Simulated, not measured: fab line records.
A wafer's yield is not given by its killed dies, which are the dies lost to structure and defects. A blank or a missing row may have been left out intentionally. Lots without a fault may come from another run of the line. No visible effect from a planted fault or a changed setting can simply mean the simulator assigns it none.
Which of the tools did it? :: flow nand-harc :: 24 lots, 72 wafers sampled, at 3 steps of a route of 1302

== WHAT THE GAUGES SHOWED, per wafer ==
NHARC_A_CHANNEL_HOLE_D1_OVL_MEAS_11. Usual: overlay-x-nm -0.2 nm, standard deviation 0.9; overlay-y-nm -0.1 nm, standard deviation 0.73.
lot: L074
measured: day 8 07:47
on: overlay-02
overlay-x-nm (nm): -1.3 -1.0 -0.7
overlay-y-nm (nm): -0.8 -0.2 -1.0
flag: 

lot: L075
measured: day 8 12:26
on: overlay-01
overlay-x-nm (nm): -0.1 0.4 0.1
overlay-y-nm (nm): 0.0 0.1 0.0
flag: 

lot: L076
measured: day 9 11:35
on: overlay-02
overlay-x-nm (nm): 1.2 1.1 1.6
overlay-y-nm (nm): -0.4 -0.4 -0.6
flag: 

lot: L077
measured: day 9 13:19
on: overlay-01
overlay-x-nm (nm): 0.0 0.1 -0.2
overlay-y-nm (nm): 0.6 0.6 0.4
flag: 

lot: L078
measured: day 10 01:38
on: overlay-02
overlay-x-nm (nm): 0.6 0.2 0.6
overlay-y-nm (nm): 0.1 0.4 0.5
flag: 

lot: L079
measured: day 10 06:29
on: overlay-02
overlay-x-nm (nm): -1.1 -0.8 -1.6
overlay-y-nm (nm): -0.2 -0.1 -0.5
flag: 

lot: L081
measured: day 11 06:22
on: overlay-01
overlay-x-nm (nm): -2.8 -2.4 -2.4
overlay-y-nm (nm): 1.5 0.9 1.1
flag: 

lot: L080
measured: day 11 06:52
on: overlay-02
overlay-x-nm (nm): -1.9 -1.7 -2.0
overlay-y-nm (nm): 0.6 1.3 0.5
flag: 

lot: L082
measured: day 12 03:04
on: overlay-01
overlay-x-nm (nm): -0.6 -0.1 -0.2
overlay-y-nm (nm): 0.3 0.9 0.3
flag: 

lot: L083
measured: day 12 11:07
on: overlay-01
overlay-x-nm (nm): 0.1 -0.6 -0.5
overlay-y-nm (nm): -1.4 -0.6 -0.6
flag: 

lot: L084
measured: day 12 21:51
on: overlay-02
overlay-x-nm (nm): -0.2 -0.6 -0.1
overlay-y-nm (nm): -0.5 -0.9 0.0
flag: 

lot: L085
measured: day 12 22:10
on: overlay-02
overlay-x-nm (nm): -1.3 -1.4 -1.1
overlay-y-nm (nm): 0.4 0.3 0.4
flag: 

lot: L086
measured: day 13 12:09
on: overlay-02
overlay-x-nm (nm): 0.7 1.0 1.1
overlay-y-nm (nm): -0.9 -0.7 -0.4
flag: 

lot: L087
measured: day 13 19:37
on: overlay-02
overlay-x-nm (nm): 0.8 1.1 0.8
overlay-y-nm (nm): 1.2 1.3 1.9
flag: 

lot: L089
measured: day 14 12:23
on: overlay-01
overlay-x-nm (nm): -0.4 -0.3 -0.4
overlay-y-nm (nm): -0.9 -0.6 -0.5
flag: 

lot: L088
measured: day 14 14:07
on: overlay-01
overlay-x-nm (nm): 0.5 0.6 1.2
overlay-y-nm (nm): -0.1 -0.5 -0.3
flag: 

lot: L090
measured: day 15 07:50
on: overlay-02
overlay-x-nm (nm): -0.6 -0.5 -1.2
overlay-y-nm (nm): -0.8 -1.0 -0.2
flag: 

lot: L091
measured: day 15 12:09
on: overlay-01
overlay-x-nm (nm): -0.2 -0.4 0.4
overlay-y-nm (nm): -0.1 -0.6 -0.6
flag: 

lot: L092
measured: day 15 22:19
on: overlay-01
overlay-x-nm (nm): -0.6 -1.0 -1.2
overlay-y-nm (nm): -0.2 -0.7 -0.2
flag: 

lot: L093
measured: day 16 08:26
on: overlay-01
overlay-x-nm (nm): -0.4 0.1 0.1
overlay-y-nm (nm): -0.9 -0.3 -0.8
flag: 

lot: L094
measured: day 16 23:32
on: overlay-01
overlay-x-nm (nm): -0.1 0.1 0.4
overlay-y-nm (nm): -0.3 0.3 -0.4
flag: 

lot: L095
measured: day 17 05:16
on: overlay-01
overlay-x-nm (nm): 0.1 0.7 0.4
overlay-y-nm (nm): -1.3 -1.2 -1.7
flag: 

lot: L096
measured: day 17 15:10
on: overlay-02
overlay-x-nm (nm): 0.9 0.9 0.5
overlay-y-nm (nm): -0.3 -0.2 -0.5
flag: 

lot: L097
measured: day 18 09:13
on: overlay-01
overlay-x-nm (nm): -0.2 0.9 -0.5
overlay-y-nm (nm): 0.7 1.4 1.4
flag: 

NHARC_A_CHANNEL_HOLE_D1_CD_MEAS_30. Usual: cd-nm at 90.5 nm, with a standard deviation of 0.78.
lot: L074
measured: day 8 14:34
on: cd-sem-02
cd-nm (nm): 91.9 90.7 90.7
flag: 

lot: L075
measured: day 8 19:16
on: cd-sem-03
cd-nm (nm): 90.3 90.8 90.2
flag: 

lot: L076
measured: day 9 20:23
on: cd-sem-02
cd-nm (nm): 89.0 90.0 91.2
flag: 

lot: L077
measured: day 10 00:32
on: cd-sem-03
cd-nm (nm): 91.0 90.1 89.7
flag: 

lot: L078
measured: day 10 08:28
on: cd-sem-02
cd-nm (nm): 90.6 88.2 89.5
flag: 

lot: L079
measured: day 10 13:22
on: cd-sem-03
cd-nm (nm): 91.3 90.3 90.3
flag: 

lot: L081
measured: day 11 13:10
on: cd-sem-03
cd-nm (nm): 90.2 90.3 89.4
flag: 

lot: L080
measured: day 11 14:58
on: cd-sem-03
cd-nm (nm): 91.4 89.6 90.4
flag: 

lot: L082
measured: day 12 14:22
on: cd-sem-01
cd-nm (nm): 91.6 91.3 91.3
flag: 

lot: L083
measured: day 12 18:53
on: cd-sem-03
cd-nm (nm): 90.9 90.2 91.1
flag: 

lot: L084
measured: day 13 07:17
on: cd-sem-03
cd-nm (nm): 91.2 90.8 92.2
flag: 

lot: L085
measured: day 13 07:28
on: cd-sem-01
cd-nm (nm): 91.3 91.7 90.0
flag: 

lot: L086
measured: day 13 21:11
on: cd-sem-01
cd-nm (nm): 90.1 91.3 89.5
flag: 

lot: L087
measured: day 14 02:34
on: cd-sem-02
cd-nm (nm): 90.9 90.5 88.7
flag: 

lot: L089
measured: day 15 00:46
on: cd-sem-02
cd-nm (nm): 91.5 90.4 89.4
flag: 

lot: L088
measured: day 15 01:19
on: cd-sem-02
cd-nm (nm): 91.1 90.4 90.6
flag: 

lot: L090
measured: day 15 15:38
on: cd-sem-03
cd-nm (nm): 91.6 91.1 91.8
flag: 

lot: L091
measured: day 15 19:06
on: cd-sem-01
cd-nm (nm): 90.6 90.7 90.3
flag: 

lot: L092
measured: day 16 05:10
on: cd-sem-01
cd-nm (nm): 90.8 89.9 90.5
flag: 

lot: L093
measured: day 16 15:16
on: cd-sem-02
cd-nm (nm): 89.8 90.3 90.5
flag: 

lot: L094
measured: day 17 06:20
on: cd-sem-01
cd-nm (nm): 90.1 90.5 90.2
flag: 

lot: L095
measured: day 17 18:46
on: cd-sem-03
cd-nm (nm): 90.5 89.7 90.6
flag: 

lot: L096
measured: day 18 03:05
on: cd-sem-01
cd-nm (nm): 91.1 90.7 90.9
flag: 

lot: L097
measured: day 18 20:53
on: cd-sem-01
cd-nm (nm): 90.6 91.0 90.0
flag: 

== WHAT TOOL EACH LOT RAN ON (gives the tool, then ch and the chambers of the sampled wafers, and finally the start) ==
lot: L074
NHARC_A_CHANNEL_HOLE_D1_ETCH_23: har-etch-01 ch 0,1, day 8 10:35

lot: L075
NHARC_A_CHANNEL_HOLE_D1_ETCH_23: har-etch-02 ch 1, day 8 15:10

lot: L076
NHARC_A_CHANNEL_HOLE_D1_ETCH_23: har-etch-01 ch 0,1, day 9 16:17

lot: L077
NHARC_A_CHANNEL_HOLE_D1_ETCH_23: har-etch-01 ch 0,1, day 9 20:41

lot: L078
NHARC_A_CHANNEL_HOLE_D1_ETCH_23: har-etch-01 ch 0,1, day 10 04:20

lot: L079
NHARC_A_CHANNEL_HOLE_D1_ETCH_23: har-etch-02 ch 0,1, day 10 09:11

lot: L081
NHARC_A_CHANNEL_HOLE_D1_ETCH_23: har-etch-02 ch 0, day 11 09:04

lot: L080
NHARC_A_CHANNEL_HOLE_D1_ETCH_23: har-etch-01 ch 0,1, day 11 11:07

lot: L082
NHARC_A_CHANNEL_HOLE_D1_ETCH_23: har-etch-02 ch 0, day 12 08:14

lot: L083
NHARC_A_CHANNEL_HOLE_D1_ETCH_23: har-etch-01 ch 0,1, day 12 14:22

lot: L084
NHARC_A_CHANNEL_HOLE_D1_ETCH_23: har-etch-01 ch 0,1, day 13 03:25

lot: L085
NHARC_A_CHANNEL_HOLE_D1_ETCH_23: har-etch-02 ch 0,1, day 13 03:28

lot: L086
NHARC_A_CHANNEL_HOLE_D1_ETCH_23: har-etch-01 ch 0,1, day 13 17:06

lot: L087
NHARC_A_CHANNEL_HOLE_D1_ETCH_23: har-etch-02 ch 0,1, day 13 22:21

lot: L089
NHARC_A_CHANNEL_HOLE_D1_ETCH_23: har-etch-01 ch 0,1, day 14 21:01

lot: L088
NHARC_A_CHANNEL_HOLE_D1_ETCH_23: har-etch-02 ch 0,1, day 14 20:52

lot: L090
NHARC_A_CHANNEL_HOLE_D1_ETCH_23: har-etch-01 ch 0,1, day 15 11:33

lot: L091
NHARC_A_CHANNEL_HOLE_D1_ETCH_23: har-etch-02 ch 0,1, day 15 14:58

lot: L092
NHARC_A_CHANNEL_HOLE_D1_ETCH_23: har-etch-02 ch 0,1, day 16 01:02

lot: L093
NHARC_A_CHANNEL_HOLE_D1_ETCH_23: har-etch-01 ch 0,1, day 16 11:13

lot: L094
NHARC_A_CHANNEL_HOLE_D1_ETCH_23: har-etch-01 ch 0,1, day 17 02:22

lot: L095
NHARC_A_CHANNEL_HOLE_D1_ETCH_23: har-etch-01 ch 0,1, day 17 14:42

lot: L096
NHARC_A_CHANNEL_HOLE_D1_ETCH_23: har-etch-01 ch 0, day 17 23:00

lot: L097
NHARC_A_CHANNEL_HOLE_D1_ETCH_23: har-etch-01 ch 0,1, day 18 16:45
- NHARC_A_CHANNEL_HOLE_D1_ETCH_23: etches the open film in C4F8/O2/Ar, time 819 s, target depth 1600 nm.

== WHAT THE TOOLS THEMSELVES READ (means of the sampled wafers that have a number; where no wafer has one, the mark that the record gives instead) ==
NHARC_A_CHANNEL_HOLE_D1_ETCH_23. Usual: drypump-motor-current-A 5.96 A, standard deviation 0.25; showerhead-plenum-p-Torr 3.60 Torr, standard deviation 0.12; throttle-valve-pct 32.154 %, standard deviation 0.0091.
lot: L074
tool: har-etch-01
drypump-motor-current-A (A): 5.85
showerhead-plenum-p-Torr (Torr): 3.63
throttle-valve-pct (%): 32.164
flag: 

lot: L075
tool: har-etch-02
drypump-motor-current-A (A): 6.50
showerhead-plenum-p-Torr (Torr): 3.44
throttle-valve-pct (%): 32.154
flag: 

lot: L076
tool: har-etch-01
drypump-motor-current-A (A): 5.85
showerhead-plenum-p-Torr (Torr): 3.62
throttle-valve-pct (%): 32.161
flag: 

lot: L077
tool: har-etch-01
drypump-motor-current-A (A): 5.85
showerhead-plenum-p-Torr (Torr): 3.62
throttle-valve-pct (%): 32.156
flag: 

lot: L078
tool: har-etch-01
drypump-motor-current-A (A): 5.85
showerhead-plenum-p-Torr (Torr): 3.62
throttle-valve-pct (%): 32.156
flag: 

lot: L079
tool: har-etch-02
drypump-motor-current-A (A): 6.30
showerhead-plenum-p-Torr (Torr): 3.54
throttle-valve-pct (%): 32.152
flag: 

lot: L081
tool: har-etch-02
drypump-motor-current-A (A): 5.86
showerhead-plenum-p-Torr (Torr): 3.75
throttle-valve-pct (%): 32.150
flag: 

lot: L080
tool: har-etch-01
drypump-motor-current-A (A): 5.85
showerhead-plenum-p-Torr (Torr): 3.66
throttle-valve-pct (%): 32.148
flag: 

lot: L082
tool: har-etch-02
drypump-motor-current-A (A): 5.87
showerhead-plenum-p-Torr (Torr): 3.73
throttle-valve-pct (%): 32.157
flag: 

lot: L083
tool: har-etch-01
drypump-motor-current-A (A): 5.84
showerhead-plenum-p-Torr (Torr): 3.60
throttle-valve-pct (%): 32.161
flag: 

lot: L084
tool: har-etch-01
drypump-motor-current-A (A): 5.84
showerhead-plenum-p-Torr (Torr): 3.64
throttle-valve-pct (%): 32.153
flag: 

lot: L085
tool: har-etch-02
drypump-motor-current-A (A): 6.29
showerhead-plenum-p-Torr (Torr): 3.52
throttle-valve-pct (%): 32.150
flag: 

lot: L086
tool: har-etch-01
drypump-motor-current-A (A): 5.85
showerhead-plenum-p-Torr (Torr): 3.59
throttle-valve-pct (%): 32.161
flag: 

lot: L087
tool: har-etch-02
drypump-motor-current-A (A): 6.09
showerhead-plenum-p-Torr (Torr): 3.62
throttle-valve-pct (%): 32.159
flag: 

lot: L089
tool: har-etch-01
drypump-motor-current-A (A): 5.84
showerhead-plenum-p-Torr (Torr): 3.63
throttle-valve-pct (%): 32.144
flag: 

lot: L088
tool: har-etch-02
drypump-motor-current-A (A): 6.11
showerhead-plenum-p-Torr (Torr): 3.61
throttle-valve-pct (%): 32.152
flag: 

lot: L090
tool: har-etch-01
drypump-motor-current-A (A): 5.85
showerhead-plenum-p-Torr (Torr): 3.57
throttle-valve-pct (%): 32.151
flag: 

lot: L091
tool: har-etch-02
drypump-motor-current-A (A): 6.08
showerhead-plenum-p-Torr (Torr): 3.61
throttle-valve-pct (%): 32.156
flag: 

lot: L092
tool: har-etch-02
drypump-motor-current-A (A): 6.31
showerhead-plenum-p-Torr (Torr): 3.49
throttle-valve-pct (%): 32.151
flag: 

lot: L093
tool: har-etch-01
drypump-motor-current-A (A): 5.85
showerhead-plenum-p-Torr (Torr): 3.57
throttle-valve-pct (%): 32.156
flag: 

lot: L094
tool: har-etch-01
drypump-motor-current-A (A): 5.86
showerhead-plenum-p-Torr (Torr): 3.56
throttle-valve-pct (%): 32.152
flag: 

lot: L095
tool: har-etch-01
drypump-motor-current-A (A): 5.85
showerhead-plenum-p-Torr (Torr): 3.61
throttle-valve-pct (%): 32.155
flag: 

lot: L096
tool: har-etch-01
drypump-motor-current-A (A): 5.84
showerhead-plenum-p-Torr (Torr): 3.66
throttle-valve-pct (%): 32.157
flag: 

lot: L097
tool: har-etch-01
drypump-motor-current-A (A): 5.85
showerhead-plenum-p-Torr (Torr): 3.55
throttle-valve-pct (%): 32.153
flag: 

== THE ANSWER, worked out from the rows above alone ==
Rule: a lot counts as off when the mean over its wafers that have a number is more than 3 standard deviations away from the usual mean. A lot without any number at a reading at which 4 lots or more have one is off too. Any other lot the step has rows for is counted as sound. Order of review: gauges by route order, followed by the tools' own readings, for which a lot's mean as printed above is used. At the first step where some lot is off, the reading lying furthest off is the one used; lots without a number count as furthest.
No lot is off at any reading shown: from this, nothing can be told.

== WHAT THE SIMULATOR HAD PUT IN ==
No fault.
